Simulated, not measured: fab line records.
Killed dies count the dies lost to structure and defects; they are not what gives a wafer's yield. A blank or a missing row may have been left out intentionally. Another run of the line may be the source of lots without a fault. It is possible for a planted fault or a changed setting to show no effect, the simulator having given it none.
fab line records	flow nandHarc
record: lots: 24	wafers: 72	lastDay: 33
route steps=1302 shown P_GATE@200 P_CONTACT@234
lots with no fault: from the same line, run without faults
startH: start of the lot's first displayed wafer, in hours after the record's first day	waitH: time in hours since the lot's previous step	" identical to the entry in the row above	L1.1+2: a row that stands for several wafers	- no value, or no start was given	* or withheld: withheld	< > ~ a bound
route shown NAME@n: names a module that has steps shown in the file, with the first one's number in the route	usual: mean/standard deviation of fault-free wafers	same: alike in all rows	chamber/n: place in a boat	sites: per-site readings	_std_site: standard deviation across them	_edge_site: inner sites' mean taken away from outer sites' mean	radiusMm: for every site, how far away it sits from the centre of the wafer	mask NAME#n: copy n	behind: the most recent tool/chamber to have shaped the wafer	hold: the reason the lot was held/the length of the hold in hours/how it ended	device: whichever transistor did not switch (one of n, p or np)	end of line: the same wafers' tests at the end of the route	for a step that has no rows: nothing shown but its recipe	killed: count of dies lost to structure and defects at first sort (not the wafer's yield)	map: the dies of a wafer, with x for killed, . for not killed, _ for no die there
set.NAME: setting as actually run; set.NAME@STEP: the setting as run at that earlier step	model.NAME: the simulator's own value behind a step, which no gauge read
one table for each step of the route and one row for each wafer, over a sample of lots
services: a tool's chamber out of use, with start hour (startH, from the record's first day; less than 0 if before it), hours out, and reason
== steps ==
step: NHARC_P_GATE_CD_MEAS_91
recipe: targetCdNm: 2000	landingEnergyEv: 500
usual: cdNm: 2000.6/1.9
lot.wafer	tool	chamber	startH	waitH	cdNm
L074.1	cdSem-03	0	115.34	-	2000.7
L074.2	"	0	"	"	2000.4
L074.5	"	0	"	"	2000.5
L075.2	cdSem-02	0	115.52	-	2000.1
L075.4	"	0	"	"	2002.5
L075.5	"	0	"	"	1998.7
L076.3	cdSem-01	0	127.75	-	2002.2
L076.4	"	0	"	"	2002.8
L076.5	"	0	"	"	2000.1
L077.2	cdSem-02	0	140.97	-	2001.2
L077.3	"	0	"	"	2000.9
L077.5	"	0	"	"	2002.4
L078.1	cdSem-01	0	150.46	-	2001.2
L078.2	"	0	"	"	1999.8
L078.5	"	0	"	"	1999.4
L079.1	cdSem-03	0	160.21	-	1998.9
L079.3	"	0	"	"	1997.2
L079.4	"	0	"	"	1999.2
L080.3	cdSem-02	0	172.57	-	2000.4
L080.5	"	0	"	"	1998.2
L080.6	"	0	"	"	1998.4
L081.1	cdSem-02	0	179.23	-	2002.8
L081.2	"	0	"	"	2001.6
L081.3	"	0	"	"	2003.9
L082.3	cdSem-03	0	191.67	-	1997.2
L082.4	"	0	"	"	1997.2
L082.5	"	0	"	"	1995.0
L083.2	cdSem-01	0	200.83	-	1999.0
L083.4	"	0	"	"	1997.0
L083.6	"	0	"	"	1997.6
L084.2	cdSem-01	0	217.22	-	2000.9
L084.4	"	0	"	"	2000.7
L084.6	"	0	"	"	2000.6
L085.4	cdSem-02	0	219.61	-	2000.7
L085.5	"	0	"	"	2002.1
L085.6	"	0	"	"	2001.6
L086.3	cdSem-03	0	228.09	-	1998.3
L086.4	"	0	"	"	1998.5
L086.6	"	0	"	"	1998.5
L087.2	cdSem-02	0	242.12	-	2000.8
L087.5	"	0	"	"	2001.8
L087.6	"	0	"	"	2003.7
L088.1	cdSem-02	0	260.31	-	1999.1
L088.4	"	0	"	"	2000.6
L088.5	"	0	"	"	2001.7
L089.1	cdSem-03	0	260.80	-	2001.4
L089.3	"	0	"	"	2000.9
L089.6	"	0	"	"	2000.2
L090.3	cdSem-03	0	277.78	-	1998.9
L090.4	"	0	"	"	1997.1
L090.5	"	0	"	"	2000.3
L091.2	cdSem-02	0	287.28	-	1999.9
L091.3	"	0	"	"	1998.2
L091.6	"	0	"	"	2002.2
L092.1	cdSem-01	0	287.54	-	2002.9
L092.3	"	0	"	"	2001.1
L092.6	"	0	"	"	2003.7
L093.3	cdSem-03	0	301.20	-	1998.9
L093.4	"	0	"	"	2001.9
L093.5	"	0	"	"	2000.4
L094.1	cdSem-03	0	313.55	-	1999.1
L094.2	"	0	"	"	2002.7
L094.5	"	0	"	"	2004.2
L095.2	cdSem-03	0	320.89	-	2000.2
L095.3	"	0	"	"	1999.0
L095.5	"	0	"	"	2000.6
L096.3	cdSem-03	0	335.11	-	1999.2
L096.5	"	0	"	"	1999.1
L096.6	"	0	"	"	1998.9
L097.3	cdSem-01	0	339.71	-	2002.5
L097.4	"	0	"	"	2001.5
L097.6	"	0	"	"	2000.6
step: NHARC_P_GATE_STRIP_95
recipe: powerW: 1500	tempC: 250	chemistry: O2
usual: drypumpMotorCurrentA: 5.7/0.34	heaterPowerW: 355/35	rfReflPowerW: 19/3.3
lot.wafer	tool	chamber	startH	waitH	drypumpMotorCurrentA	heaterPowerW	rfHoursCounterH	rfReflPowerW
L074.2	plasmaAsher-02	0	116.59	0.6	5.5	354	7	23
L074.1	"	1	"	"	5.3	316	7	15
L074.5	"	0	"	"	5.5	343	-	23
L075.2	plasmaAsher-01	1	116.77	0.5	5.9	398	27	18
L075.4	"	1	"	"	5.9	401	-	17
L075.5	"	1	"	"	5.9	401	-	18
L076.3	plasmaAsher-01	0	129.01	0.4	6.2	338	-	18
L076.4	"	1	"	"	5.9	403	-	16
L076.5	"	0	"	"	6.2	343	-	19
L077.2	plasmaAsher-02	0	142.22	0.6	5.5	345	12	24
L077.3	"	0	"	"	5.5	353	-	24
L077.5	"	1	"	"	5.3	319	-	14
L078.1	plasmaAsher-01	0	151.88	0.6	6.2	344	34	18
L078.2	"	1	"	"	5.9	407	34	16
L078.5	"	0	"	"	6.1	332	-	19
L079.1	plasmaAsher-02	0	161.51	0.6	5.5	347	15	24
L079.3	"	0	"	"	5.5	346	-	24
L079.4	"	1	"	"	5.3	323	-	14
L080.3	plasmaAsher-02	1	174.36	0.4	5.3	324	-	15
L080.6	"	1	"	"	5.3	333	-	14
L080.5	"	0	"	"	5.5	340	-	24
L081.1	plasmaAsher-02	1	180.48	0.6	5.3	324	22	15
L081.2	"	0	"	"	5.5	357	22	23
L081.3	"	1	"	"	5.3	328	-	14
L082.4	plasmaAsher-01	0	192.94	0.4	6.2	342	-	19
L082.3	"	1	"	"	5.9	409	-	18
L082.5	"	0	"	"	6.2	346	-	19
L083.2	plasmaAsher-01	1	202.06	0.6	5.9	415	5	17
L083.4	"	0	"	"	6.2	340	-	19
L083.6	"	1	"	"	5.9	426	-	17
L084.2	plasmaAsher-02	0	218.45	0.6	5.5	332	29	24
L084.4	"	1	"	"	5.3	326	-	15
L084.6	"	1	"	"	5.3	327	-	15
L085.4	plasmaAsher-01	0	220.89	0.3	6.2	346	-	20
L085.5	"	1	"	"	5.9	420	-	17
L085.6	"	0	"	"	6.2	335	-	19
L086.3	plasmaAsher-01	1	231.96	3.0	5.9	428	-	18
L086.4	"	0	"	"	6.2	356	-	18
L086.6	"	0	"	"	6.2	352	-	18
L087.2	plasmaAsher-02	0	243.37	0.5	5.5	343	35	23
L087.6	"	1	"	"	5.3	317	-	15
L087.5	"	0	"	"	5.5	342	-	24
L088.1	plasmaAsher-01	1	261.57	0.5	5.9	419	20	18
L088.4	"	0	"	"	6.2	349	-	18
L088.5	"	1	"	"	5.9	413	-	17
L089.1	plasmaAsher-02	1	262.05	0.6	5.3	323	1	15
L089.3	"	1	"	"	5.3	319	-	15
L089.6	"	0	"	"	5.5	340	-	24
L090.4	plasmaAsher-02	0	279.03	0.4	5.5	346	-	23
L090.3	"	1	"	"	5.3	315	-	15
L090.5	"	1	"	"	5.3	312	-	15
L091.2	plasmaAsher-01	1	288.52	0.6	5.9	426	25	18
L091.3	"	1	"	"	5.9	413	-	18
L091.6	"	1	"	"	5.9	424	-	17
L092.1	plasmaAsher-02	0	288.79	0.6	5.5	336	6	23
L092.3	"	1	"	"	5.3	311	-	15
L092.6	"	0	"	"	5.5	343	-	24
L093.3	plasmaAsher-01	1	302.47	0.4	5.9	425	-	18
L093.4	"	0	"	"	6.2	356	-	18
L093.5	"	1	"	"	5.9	420	-	19
L094.2	plasmaAsher-02	1	314.81	0.6	5.3	318	10	15
L094.1	"	0	"	"	5.5	342	10	23
L094.5	"	1	"	"	5.3	321	-	15
L095.2	plasmaAsher-02	0	322.14	0.5	5.5	349	13	23
L095.3	"	1	"	"	5.3	318	-	15
L095.5	"	0	"	"	5.5	336	-	23
L096.3	plasmaAsher-02	0	336.38	0.4	5.5	329	-	23
L096.6	"	0	"	"	5.5	345	-	23
L096.5	"	1	"	"	5.3	313	-	14
L097.3	plasmaAsher-01	0	340.97	0.4	6.2	346	-	19
L097.4	"	1	"	"	5.9	422	-	18
L097.6	"	1	"	"	5.9	414	-	17
step: NHARC_P_CONTACT_INSPECT_14
usual: rawDefectCount: 4.2/2.3
lot.wafer	tool	chamber	startH	waitH	rawDefectCount
L074.1	defectInspect-01	-	120.15	0.0	5
L074.2	"	-	"	"	11
L074.5	"	-	"	"	3
L075.2	defectInspect-02	-	120.33	0.0	1
L075.4	"	-	"	"	5
L075.5	"	-	"	"	3
L076.3	defectInspect-02	-	132.53	0.0	3
L076.4	"	-	"	"	7
L076.5	"	-	"	"	2
L077.2	defectInspect-02	-	145.66	0.0	3
L077.3	"	-	"	"	3
L077.5	"	-	"	"	4
L078.1	defectInspect-01	-	155.42	0.0	6
L078.2	"	-	"	"	5
L078.5	"	-	"	"	8
L079.1	defectInspect-02	-	164.93	0.0	4
L079.3	"	-	"	"	6
L079.4	"	-	"	"	4
L080.3	defectInspect-02	-	178.39	0.0	3
L080.5	"	-	"	"	3
L080.6	"	-	"	"	6
L081.1	defectInspect-01	-	184.03	0.0	3
L081.2	"	-	"	"	2
L081.3	"	-	"	"	3
L082.3	defectInspect-02	-	200.27	0.0	2
L082.4	"	-	"	"	3
L082.5	"	-	"	"	1
L083.2	defectInspect-01	-	205.64	0.0	3
L083.4	"	-	"	"	4
L083.6	"	-	"	"	1
L084.2	defectInspect-01	-	221.89	0.0	1
L084.4	"	-	"	"	2
L084.6	"	-	"	"	4
L085.4	defectInspect-02	-	224.31	0.0	5
L085.5	"	-	"	"	2
L085.6	"	-	"	"	4
L086.3	defectInspect-02	-	235.64	0.0	10
L086.4	"	-	"	"	7
L086.6	"	-	"	"	8
L087.2	defectInspect-02	-	246.93	0.0	3
L087.5	"	-	"	"	4
L087.6	"	-	"	"	5
L088.1	defectInspect-02	-	265.14	0.0	8
L088.4	"	-	"	"	5
L088.5	"	-	"	"	4
L089.1	defectInspect-01	-	265.62	0.0	2
L089.3	"	-	"	"	1
L089.6	"	-	"	"	4
L090.3	defectInspect-01	-	282.57	0.0	3
L090.4	"	-	"	"	3
L090.5	"	-	"	"	4
L091.2	defectInspect-01	-	291.96	0.0	4
L091.3	"	-	"	"	11
L091.6	"	-	"	"	3
L092.1	defectInspect-02	-	292.41	0.0	2
L092.3	"	-	"	"	3
L092.6	"	-	"	"	7
L093.3	defectInspect-02	-	305.91	0.0	5
L093.4	"	-	"	"	6
L093.5	"	-	"	"	3
L094.1	defectInspect-01	-	318.45	0.0	1
L094.2	"	-	"	"	1
L094.5	"	-	"	"	4
L095.2	defectInspect-01	-	325.71	0.0	6
L095.3	"	-	"	"	5
L095.5	"	-	"	"	2
L096.3	defectInspect-02	-	340.10	0.0	8
L096.5	"	-	"	"	5
L096.6	"	-	"	"	7
L097.3	defectInspect-02	-	344.55	0.0	4
L097.4	"	-	"	"	1
L097.6	"	-	"	"	4
step: NHARC_P_CONTACT_ETCH_31
recipe: targetDepthA: 300	timeS: 85.7	ionEnergyEv: 120	overEtchFrac: 1	ch3fFlowSccm: 50	o2FlowSccm: 30	arFlowSccm: 200	rfW: 500	biasW: 100	chemistry: CH3F/O2
usual: drypumpMotorCurrentA: 5.7/0.43	oesProductAu: 0.980/0.016	rfVppV: 244.4/1.3	showerheadPlenumPTorr: 2.47/0.078	throttleValvePct: 20.664/0.0095
lot.wafer	tool	chamber	startH	waitH	drypumpMotorCurrentA	oesProductAu	rfHoursCounterH	rfVppV	showerheadPlenumPTorr	throttleValvePct
L074.2	rieDiel-12	1	-	-	4.9	1.006	1.3	244.4	2.49	20.660
L074.1	"	0	"	"	5.6	0.997	1.1	246.3	2.55	20.674
L074.5	"	2	"	"	6.2	0.983	-	242.8	2.43	20.663
L075.2	rieDiel-02	1	-	-	5.9	0.965	1.5	246.1	2.56	20.654
L075.4	"	3	"	"	6.2	0.971	1.5	245.4	2.52	20.662
L075.5	"	0	"	"	5.0	0.991	-	242.2	2.38	20.654
L076.3	rieDiel-02	3	-	-	6.2	0.975	2.0	245.3	2.52	20.669
L076.4	"	2	"	"	5.3	0.983	2.2	247.0	2.62	20.681
L076.5	"	3	"	"	6.2	0.966	-	245.7	2.52	20.666
L077.3	rieDiel-06	3	-	-	5.2	0.983	0.3	244.8	2.48	20.658
L077.2	"	1	"	"	5.5	1.008	0.4	242.9	2.36	20.656
L077.5	"	2	"	"	5.8	0.998	-	244.6	2.47	20.655
L078.1	rieDiel-06	2	-	-	5.8	0.986	0.8	244.2	2.47	20.674
L078.2	"	3	"	"	5.3	0.978	0.8	243.2	2.48	20.678
L078.5	"	2	"	"	5.8	0.977	-	244.8	2.47	20.651
L079.3	rieDiel-02	1	-	-	5.9	0.962	2.9	246.5	2.56	20.665
L079.1	"	2	"	"	5.3	0.990	3.1	247.4	2.62	20.656
L079.4	"	3	"	"	6.2	0.992	3.0	244.1	2.52	20.670
L080.3	rieDiel-06	3	-	-	5.2	0.979	1.4	243.8	2.48	20.663
L080.5	"	1	"	"	5.5	0.997	-	243.7	2.36	20.665
L080.6	"	2	"	"	5.8	0.998	-	244.5	2.47	20.671
L081.3	rieDiel-02	1	-	-	5.9	0.958	3.7	244.6	2.56	20.646
L081.2	"	2	"	"	5.3	0.985	3.9	245.5	2.62	20.670
L081.1	"	3	"	"	6.2	0.988	3.6	247.9	2.52	20.678
L082.4	rieDiel-12	2	-	-	6.2	0.949	4.2	244.7	2.43	20.650
L082.3	"	0	"	"	5.8	0.968	5.3	245.4	2.55	20.656
L082.5	"	1	"	"	4.9	0.972	-	245.1	2.49	20.656
L083.4	rieDiel-12	0	-	-	5.7	0.995	5.6	245.4	2.55	20.668
L083.2	"	1	"	"	4.9	1.008	5.4	245.7	2.49	20.676
L083.6	"	3	"	"	6.2	0.962	-	243.1	2.36	20.660
L084.2	rieDiel-06	0	223.20	0.1	5.6	1.000	2.1	244.7	2.53	20.679
L084.4	"	1	"	"	5.5	1.013	2.5	243.7	2.36	20.653
L084.6	"	2	"	"	5.8	1.005	-	244.9	2.47	20.671
L085.5	rieDiel-06	3	-	-	5.2	0.958	-	245.8	2.48	20.658
L085.4	"	0	"	"	5.6	0.988	-	245.8	2.53	20.667
L085.6	"	2	"	"	5.8	0.983	-	245.4	2.47	20.659
L086.4	rieDiel-12	3	-	-	6.3	0.965	6.9	242.6	2.36	20.654
L086.3	"	0	"	"	5.7	0.992	6.9	246.2	2.54	20.658
L086.6	"	2	"	"	6.2	0.991	-	244.9	2.43	20.668
L087.2	rieDiel-06	1	-	-	5.5	1.010	3.2	242.4	2.36	20.660
L087.5	"	3	"	"	5.2	0.969	-	245.1	2.48	20.655
L087.6	"	0	"	"	5.5	0.976	-	245.8	2.53	20.672
L088.1	rieDiel-12	0	-	-	5.7	0.984	8.7	244.9	2.54	20.674
L088.4	"	1	"	"	4.9	0.994	7.8	244.6	2.49	20.664
L088.5	"	2	"	"	6.2	0.992	-	242.5	2.43	20.667
L089.1	rieDiel-02	0	-	-	5.0	0.982	1.0	242.2	2.38	20.659
L089.3	"	1	"	"	5.9	0.963	0.9	246.2	2.56	20.658
L089.6	"	0	"	"	5.0	0.980	-	243.7	2.38	20.665
L090.4	rieDiel-12	3	-	-	6.2	0.991	0.7	243.0	2.36	20.673
L090.3	"	0	"	"	5.7	1.013	1.0	245.6	2.54	20.648
L090.5	"	3	"	"	6.2	0.993	-	242.3	2.36	20.669
L091.2	rieDiel-06	0	-	-	5.5	0.976	4.4	244.8	2.53	20.675
L091.3	"	2	"	"	5.8	0.986	4.5	243.2	2.47	20.674
L091.6	"	1	"	"	5.5	0.987	-	242.9	2.36	20.679
L092.3	rieDiel-02	1	-	-	5.9	0.970	1.8	245.6	2.56	20.673
L092.1	"	2	"	"	5.3	0.982	1.7	246.8	2.62	20.683
L092.6	"	3	"	"	6.2	0.980	-	245.5	2.52	20.656
L093.4	rieDiel-12	0	-	-	5.7	0.970	2.1	245.4	2.54	20.658
L093.3	"	1	"	"	4.9	0.987	2.8	244.6	2.49	20.664
L093.5	"	2	"	"	6.2	0.964	-	244.9	2.43	20.663
L094.2	rieDiel-06	2	-	-	5.8	0.970	0.2	244.8	2.47	20.657
L094.1	"	0	"	"	5.6	0.975	0.4	244.5	2.53	20.649
L094.5	"	1	"	"	5.5	0.990	-	243.9	2.36	20.663
L095.3	rieDiel-02	0	-	-	5.0	0.949	2.6	243.4	2.38	20.683
L095.2	"	2	"	"	5.3	0.957	2.5	247.1	2.62	20.657
L095.5	"	0	"	"	5.0	0.960	-	243.1	2.38	20.666
L096.3	rieDiel-06	1	-	-	5.5	0.963	0.7	243.5	2.36	20.673
L096.6	"	1	"	"	5.5	0.949	-	243.6	2.36	20.658
L096.5	"	2	"	"	5.8	0.956	-	243.7	2.47	20.651
L097.3	rieDiel-12	0	-	-	5.7	1.003	4.3	245.2	2.54	20.652
L097.4	"	3	"	"	6.2	0.986	-	242.5	2.36	20.666
L097.6	"	0	"	"	5.7	1.004	-	246.3	2.54	20.656
step: NHARC_P_CONTACT_CMP_24
recipe: tOverpolishS: 30	targetThkNm: 200
usual: edgeZonePressureFrac: 1.000/0.0052	motorCurrentA: 11.7/1.5	overpolishRunS: 30.000/0.0091	timeToEndpointS: 41.3/2.4
lot.wafer	tool	chamber	startH	waitH	edgeZonePressureFrac	motorCurrentA	overpolishRunS	timeToEndpointS
L074.2	cmp-02	2	122.91	0.5	1.003	13.6	30.013	39.2
L074.1	"	0	"	"	1.009	11.1	29.994	41.9
L074.5	"	1	"	"	1.002	9.5	30.000	40.3
L075.4	cmp-03	1	123.09	0.3	1.002	10.4	29.998	41.3
L075.2	"	3	"	"	1.000	11.2	30.031	41.5
L075.5	"	0	"	"	0.999	13.4	29.984	35.7
L076.4	cmp-04	0	135.31	0.3	1.011	10.9	29.996	39.3
L076.3	"	1	"	"	0.995	10.8	30.005	39.0
L076.5	"	3	"	"	0.990	14.5	29.988	39.9
L077.3	cmp-04	2	148.39	0.4	1.002	9.5	29.983	41.2
L077.2	"	3	"	"	0.997	13.7	29.994	36.8
L077.5	"	3	"	"	0.994	13.9	29.976	36.3
L078.2	cmp-02	3	158.22	0.6	1.000	13.6	30.006	40.9
L078.1	"	0	"	"	1.010	10.6	30.003	42.9
L078.5	"	2	"	"	0.999	13.6	30.004	40.0
L079.1	cmp-04	2	168.21	1.0	1.000	9.4	30.003	45.5
L079.4	"	3	"	"	1.004	13.6	29.999	39.8
L079.3	"	1	"	"	1.001	11.0	30.003	41.7
L080.3	cmp-04	2	181.14	0.4	0.990	9.6	29.999	42.9
L080.5	"	2	"	"	0.998	10.0	30.001	43.1
L080.6	"	3	"	"	0.997	13.8	30.006	39.7
L081.2	cmp-03	2	187.03	0.6	1.005	12.2	30.008	42.3
L081.1	"	0	"	"	1.012	13.2	29.996	38.5
L081.3	"	1	"	"	1.002	10.1	30.001	43.8
L082.3	cmp-04	2	203.06	0.4	1.006	9.3	30.007	46.5
L082.4	"	1	"	"	1.000	11.1	30.003	41.8
L082.5	"	3	"	"	1.005	13.9	30.017	37.6
L083.2	cmp-04	0	208.40	0.6	1.001	11.4	30.007	42.8
L083.4	"	1	"	"	1.002	11.3	30.004	38.7
L083.6	"	3	"	"	1.000	14.2	29.990	39.9
L084.2	cmp-02	3	225.14	0.6	1.006	13.9	30.001	43.7
L084.4	"	0	"	"	1.005	11.0	30.025	42.6
L084.6	"	3	"	"	1.000	13.4	29.997	41.1
L085.4	cmp-04	0	227.20	0.4	0.997	10.8	29.997	40.1
L085.6	"	0	"	"	0.999	11.4	30.002	39.6
L085.5	"	1	"	"	1.003	11.0	29.999	40.8
L086.3	cmp-02	1	238.44	0.4	1.000	10.0	29.990	43.1
L086.4	"	2	"	"	1.002	13.9	29.995	41.1
L086.6	"	0	"	"	0.996	10.8	30.001	44.6
L087.2	cmp-03	3	249.74	0.6	1.003	10.7	30.005	43.9
L087.5	"	0	"	"	1.002	13.4	29.999	38.0
L087.6	"	1	"	"	0.997	10.2	29.995	46.1
L088.4	cmp-03	0	267.92	0.3	1.004	14.2	30.002	39.6
L088.1	"	1	"	"	0.994	10.5	30.016	42.6
L088.5	"	3	"	"	1.000	10.3	30.005	41.7
L089.1	cmp-04	0	268.44	0.6	0.997	11.4	30.007	44.2
L089.3	"	2	"	"	1.006	9.7	30.018	45.1
L089.6	"	0	"	"	0.997	11.0	30.000	42.2
L090.3	cmp-02	1	285.74	0.3	1.001	9.7	30.002	41.7
L090.4	"	2	"	"	1.003	13.7	30.005	37.8
L090.5	"	0	"	"	0.998	10.9	29.991	40.7
L091.3	cmp-03	1	294.78	0.4	1.001	10.9	29.996	42.6
L091.2	"	2	"	"	1.002	11.6	30.007	40.9
L091.6	"	3	"	"	0.997	11.4	30.007	40.6
L092.1	cmp-04	2	295.27	0.6	1.011	9.8	29.992	47.6
L092.3	"	1	"	"	0.990	11.1	30.013	45.4
L092.6	"	2	"	"	1.005	10.0	29.994	47.7
L093.3	cmp-02	3	308.69	0.4	1.001	13.5	29.996	43.0
L093.4	"	0	"	"	1.005	11.0	30.012	42.2
L093.5	"	2	"	"	1.001	14.4	29.993	40.8
L094.1	cmp-04	1	321.21	0.6	0.994	11.4	29.994	43.4
L094.2	"	3	"	"	0.994	14.3	30.000	38.6
L094.5	"	2	"	"	0.982	9.9	29.991	44.7
L095.3	cmp-03	0	328.51	0.3	0.998	13.3	29.999	35.5
L095.2	"	1	"	"	1.007	10.9	29.988	40.4
L095.5	"	3	"	"	1.000	11.2	29.997	39.3
L096.3	cmp-03	3	356.67	0.3	1.001	10.9	30.008	41.2
L096.5	"	1	"	"	0.996	10.4	29.996	40.9
L096.6	"	2	"	"	0.989	11.9	30.000	39.0
L097.4	cmp-02	0	357.49	0.3	1.005	10.7	30.001	43.8
L097.3	"	3	"	"	1.003	13.2	29.994	40.6
L097.6	"	1	"	"	1.000	10.7	30.004	40.8
step: NHARC_P_CONTACT_INSPECT_27
usual: rawDefectCount: 300/110
lot.wafer	tool	chamber	startH	waitH	rawDefectCount
L074.1	defectInspect-01	-	123.28	0.1	212
L074.2	"	-	"	"	319
L074.5	"	-	"	"	253
L075.2	defectInspect-01	-	123.47	0.1	547
L075.4	"	-	"	"	334
L075.5	"	-	"	"	322
L076.3	defectInspect-01	-	135.72	0.1	293
L076.4	"	-	"	"	408
L076.5	"	-	"	"	325
L077.2	defectInspect-02	-	148.79	0.1	238
L077.3	"	-	"	"	400
L077.5	"	-	"	"	277
L078.1	defectInspect-02	-	158.57	0.1	292
L078.2	"	-	"	"	165
L078.5	"	-	"	"	172
L079.1	defectInspect-02	-	168.61	0.1	291
L079.3	"	-	"	"	403
L079.4	"	-	"	"	345
L080.3	defectInspect-02	-	181.54	0.1	361
L080.5	"	-	"	"	697
L080.6	"	-	"	"	269
L081.1	defectInspect-01	-	187.44	0.1	313
L081.2	"	-	"	"	542
L081.3	"	-	"	"	416
L082.3	defectInspect-01	-	203.46	0.1	343
L082.4	"	-	"	"	438
L082.5	"	-	"	"	285
L083.2	defectInspect-01	-	208.78	0.1	232
L083.4	"	-	"	"	200
L083.6	"	-	"	"	216
L084.2	defectInspect-02	-	225.54	0.1	157
L084.4	"	-	"	"	215
L084.6	"	-	"	"	166
L085.4	defectInspect-01	-	227.60	0.1	241
L085.5	"	-	"	"	219
L085.6	"	-	"	"	127
L086.3	defectInspect-01	-	238.85	0.1	398
L086.4	"	-	"	"	301
L086.6	"	-	"	"	230
L087.2	defectInspect-01	-	250.07	0.1	382
L087.5	"	-	"	"	393
L087.6	"	-	"	"	307
L088.1	defectInspect-02	-	268.30	0.1	202
L088.4	"	-	"	"	333
L088.5	"	-	"	"	538
L089.1	defectInspect-01	-	268.84	0.1	233
L089.3	"	-	"	"	213
L089.6	"	-	"	"	264
L090.3	defectInspect-02	-	286.10	0.1	238
L090.4	"	-	"	"	289
L090.5	"	-	"	"	133
L091.2	defectInspect-01	-	295.13	0.1	256
L091.3	"	-	"	"	229
L091.6	"	-	"	"	313
L092.1	defectInspect-01	-	295.67	0.1	200
L092.3	"	-	"	"	222
L092.6	"	-	"	"	150
L093.3	defectInspect-02	-	309.07	0.1	189
L093.4	"	-	"	"	213
L093.5	"	-	"	"	180
L094.1	defectInspect-01	-	321.62	0.1	395
L094.2	"	-	"	"	337
L094.5	"	-	"	"	210
L095.2	defectInspect-01	-	328.89	0.1	226
L095.3	"	-	"	"	198
L095.5	"	-	"	"	215
L096.3	defectInspect-02	-	357.02	0.1	557
L096.5	"	-	"	"	278
L096.6	"	-	"	"	271
L097.3	defectInspect-01	-	357.89	0.1	219
L097.4	"	-	"	"	313
L097.6	"	-	"	"	327
== services ==
tool	chamber	startH	hours	kind
cmp-04	-	111.26	4.0	pm
rieDiel-06	-	130.20	9.0	pm
plasmaAsher-02	-	142.46	1.9	repair
rieDiel-06	3	159.55	2.2	repair
plasmaAsher-01	-	165.24	9.0	pm
cmp-04	-	171.10	0.3	repair
rieDiel-12	2	172.46	6.1	repair
rieDiel-12	2	184.43	9.1	repair
cmp-04	-	209.26	4.0	pm
rieDiel-12	-	213.89	0.5	repair
rieDiel-12	-	223.00	1.3	repair
cmp-04	-	223.66	1.7	repair
plasmaAsher-02	-	245.17	5.9	repair
plasmaAsher-02	-	251.10	9.0	pm
cmp-04	-	257.12	0.9	repair
rieDiel-06	2	265.17	3.3	repair
rieDiel-12	-	268.40	9.0	pm
rieDiel-06	1	278.61	11.6	repair
rieDiel-06	-	307.20	9.0	pm
cmp-04	-	307.26	4.0	pm
rieDiel-12	2	318.60	1.7	repair
cmp-04	-	334.97	1.6	repair
plasmaAsher-01	-	342.24	9.0	pm
rieDiel-12	1	344.53	3.6	repair
== key ==
fault none
